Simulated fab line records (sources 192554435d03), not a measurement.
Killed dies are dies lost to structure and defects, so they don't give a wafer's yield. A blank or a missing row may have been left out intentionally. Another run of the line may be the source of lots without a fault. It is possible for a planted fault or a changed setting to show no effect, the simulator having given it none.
What tool caused it? | flow n5Finfet | Sampling: 11 lots, 32 wafers, 4 of 1938 route steps

WHAT THE GAUGES READ, wafer by wafer
Not one reading of a measure or inspect step in the record can be checked against a usual standard deviation.

EACH LOT AND THE TOOL THAT RAN IT (in order: tool; ch and the chambers of the sampled wafers; start)
lot  | N5_BEOL_M8_STRIP_36               | N5_BEOL_M8_STRIP_80                          | N5_BEOL_M8_SPUTTER_48       | N5_PASSIVATION_PROBE_49
L425 | rieDiel-05 ch 1,2, day 9 22:26    | rieDiel-05 ch 1,2, day 10 00:03 or earlier   | pvdSputter-03, day 10 00:03 | -
L430 | rieDiel-06 ch 0,2,3, day 10 11:31 | rieDiel-06 ch 0,2,3, day 10 13:18 or earlier | pvdSputter-03, day 10 13:18 | -
L431 | rieDiel-02 ch 0,1, day 10 17:47   | rieDiel-02 ch 0,1, day 10 20:16 or earlier   | pvdSputter-03, day 10 20:16 | -
L433 | rieDiel-06 ch 0,2, day 11 00:46   | rieDiel-06 ch 0,2, day 11 02:17 or earlier   | pvdSputter-01, day 11 02:17 | -
L434 | rieDiel-06 ch 0,1, day 11 05:07   | rieDiel-06 ch 0,1, day 11 07:03 or earlier   | pvdSputter-03, day 11 07:03 | -
L435 | rieDiel-06 ch 1,2,3, day 11 20:37 | rieDiel-06 ch 1,2,3, day 11 22:40 or earlier | pvdSputter-03, day 11 22:40 | prober-01, day 14 14:16
L437 | rieDiel-05 ch 1,3, day 12 11:16   | rieDiel-05 ch 1,3, day 12 13:48 or earlier   | pvdSputter-01, day 12 13:48 | -
L439 | rieDiel-05 ch 1,2,3, day 13 11:44 | rieDiel-05 ch 1,2,3, day 13 13:32 or earlier | pvdSputter-03, day 13 13:32 | -
L441 | rieDiel-06 ch 1,2, day 13 19:00   | rieDiel-06 ch 1,2, day 13 20:40 or earlier   | pvdSputter-02, day 13 20:40 | -
L442 | rieDiel-02 ch 0,1,2, day 13 21:01 | rieDiel-02 ch 0,1,2, day 13 23:37 or earlier | pvdSputter-03, day 13 23:37 | -
L447 | rieDiel-02 ch 2,3, day 15 02:22   | rieDiel-02 ch 2,3, day 15 04:11 or earlier   | pvdSputter-01, day 15 04:11 | -
- N5_BEOL_M8_STRIP_36: strips in N2/H2.
- N5_BEOL_M8_STRIP_80: strips in N2/H2, time 10 s.
- N5_BEOL_M8_SPUTTER_48: material Cu, target thk 10 nm, time 1.667 s.
- N5_PASSIVATION_PROBE_49

AS READ BY THE TOOLS THEMSELVES (means over the sampled wafers that have a number; for cases with no such wafer, the mark the record gives instead)
N5_BEOL_M8_STRIP_36.
lot  | tool       | drypumpMotorCurrentA (A) | n2FlowSccm (sccm) | oesProductAu (a.u.) | powerW (W) | rfVppV (V) | showerheadPlenumPTorr (Torr) | tempC (C) | throttleValvePct (%)
L425 | rieDiel-05 | 5.4                      | 199.8             | 0.81                | 449.0      | 60.2       | 2.53                         | 39.91     | 23.3
L430 | rieDiel-06 | 6.1                      | 200.0             | 0.76                | 449.7      | 59.5       | 2.56                         | 40.06     | 23.6
L431 | rieDiel-02 | 5.9                      | 199.9             | 0.73                | 450.9      | 58.7       | 2.56                         | 39.97     | 23.6
L433 | rieDiel-06 | 6.0                      | 200.0             | 0.75                | 449.7      | 57.9       | 2.49                         | 40.13     | 23.8
L434 | rieDiel-06 | 5.0                      | 200.3             | 0.90                | 449.9      | 60.6       | 2.62                         | 39.93     | 23.2
L435 | rieDiel-06 | 6.1                      | 199.5             | 0.75                | 448.6      | 59.8       | 2.49                         | 40.10     | 23.6
L437 | rieDiel-05 | 5.2                      | 199.8             | 0.86                | 450.8      | 58.9       | 2.49                         | 39.94     | 23.1
L439 | rieDiel-05 | 5.3                      | 200.6             | 0.83                | 449.3      | 59.1       | 2.50                         | 39.88     | 23.2
L441 | rieDiel-06 | 6.0                      | 200.7             | 0.96                | 449.8      | 59.7       | 2.63                         | 40.08     | 23.7
L442 | rieDiel-02 | 5.7                      | 200.0             | 0.84                | 450.4      | 59.0       | 2.57                         | 40.14     | 23.3
L447 | rieDiel-02 | 5.6                      | 200.5             | 0.76                | 449.8      | 58.7       | 2.57                         | 40.07     | 23.4

N5_BEOL_M8_STRIP_80.
lot  | tool       | drypumpMotorCurrentA (A) | n2FlowSccm (sccm) | oesProductAu (a.u.) | rfVppV (V) | showerheadPlenumPTorr (Torr) | tempC (C) | throttleValvePct (%)
L425 | rieDiel-05 | 5.4                      | 199.6             | 0.81                | 59.7       | 2.53                         | 40.15     | 23.3
L430 | rieDiel-06 | 6.0                      | 200.1             | 0.75                | 59.1       | 2.56                         | 40.01     | 23.6
L431 | rieDiel-02 | 5.9                      | 199.9             | 0.74                | 59.3       | 2.56                         | 40.03     | 23.6
L433 | rieDiel-06 | 5.9                      | 199.8             | 0.75                | 59.0       | 2.49                         | 39.90     | 23.8
L434 | rieDiel-06 | 5.0                      | 200.5             | 0.90                | 58.8       | 2.62                         | 39.96     | 23.2
L435 | rieDiel-06 | 6.0                      | 199.4             | 0.77                | 58.4       | 2.49                         | 40.10     | 23.6
L437 | rieDiel-05 | 5.2                      | 199.8             | 0.88                | 58.5       | 2.49                         | 40.08     | 23.1
L439 | rieDiel-05 | 5.3                      | 199.6             | 0.83                | 59.8       | 2.50                         | 40.01     | 23.3
L441 | rieDiel-06 | 6.0                      | 199.7             | 0.94                | 59.2       | 2.63                         | 40.05     | 23.7
L442 | rieDiel-02 | 5.7                      | 200.5             | 0.84                | 59.1       | 2.57                         | 40.07     | 23.3
L447 | rieDiel-02 | 5.7                      | 199.5             | 0.76                | 58.8       | 2.57                         | 39.86     | 23.4

N5_BEOL_M8_SPUTTER_48.
lot  | tool          | chamberPressurePa (Pa) | throttleValvePct (%)
L425 | pvdSputter-03 | 0.13                   | 29.6
L430 | pvdSputter-03 | 0.13                   | 30.5
L431 | pvdSputter-03 | 0.13                   | 31.1
L433 | pvdSputter-01 | 0.13                   | 31.9
L434 | pvdSputter-03 | 0.13                   | 29.3
L435 | pvdSputter-03 | 0.13                   | 29.6
L437 | pvdSputter-01 | 0.13                   | 30.1
L439 | pvdSputter-03 | 0.13                   | 29.7
L441 | pvdSputter-02 | 0.13                   | 28.9
L442 | pvdSputter-03 | 0.13                   | 31.0
L447 | pvdSputter-01 | 0.13                   | 31.9

N5_PASSIVATION_PROBE_49.
lot  | tool      | defectLimitedYield (%) | killed_at_M0_to_M3 | killed_at_M4_up | killedAtContacts | killedAtFrontEnd | killedAtOther | killedDies | killedOpen | killedShort | sort_bin_5_function (%) | sort_bin_6_memory (%) | sortNPass | sortYieldPct (%)
L435 | prober-01 | 91.0                   | 37                 | 16              | 6                | 39               | 9             | 106        | 68         | 36          | 5.0                     | 3.8                   | 1074      | 91.0

THE ANSWER, worked out from the rows above alone
Rule: what is usual is taken from the lots themselves. The widest of any qualifying gaps counts: lots, ordered by their means at a reading, are off when they make up no more than a third of the lots, leave a main group of 4 or more, and stand apart from it by 3 or more times the standard deviation of that group's means. Not used: any main group whose means are identical at the precision the tables above print for the reading. A lot without any number at a reading at which 4 lots or more have one is off too. Where the step has rows for the other lots, those lots are counted as sound. After the gauges, taken in route order, come the tools' own readings; for these a lot's mean is taken, as printed above. The first step at which some lot is off is used, and at that step the reading that is off furthest; a lot without a number counts as furthest.
No lot is off on any of the readings shown, so nothing can be concluded from this.

WHAT THE SIMULATOR PUT IN
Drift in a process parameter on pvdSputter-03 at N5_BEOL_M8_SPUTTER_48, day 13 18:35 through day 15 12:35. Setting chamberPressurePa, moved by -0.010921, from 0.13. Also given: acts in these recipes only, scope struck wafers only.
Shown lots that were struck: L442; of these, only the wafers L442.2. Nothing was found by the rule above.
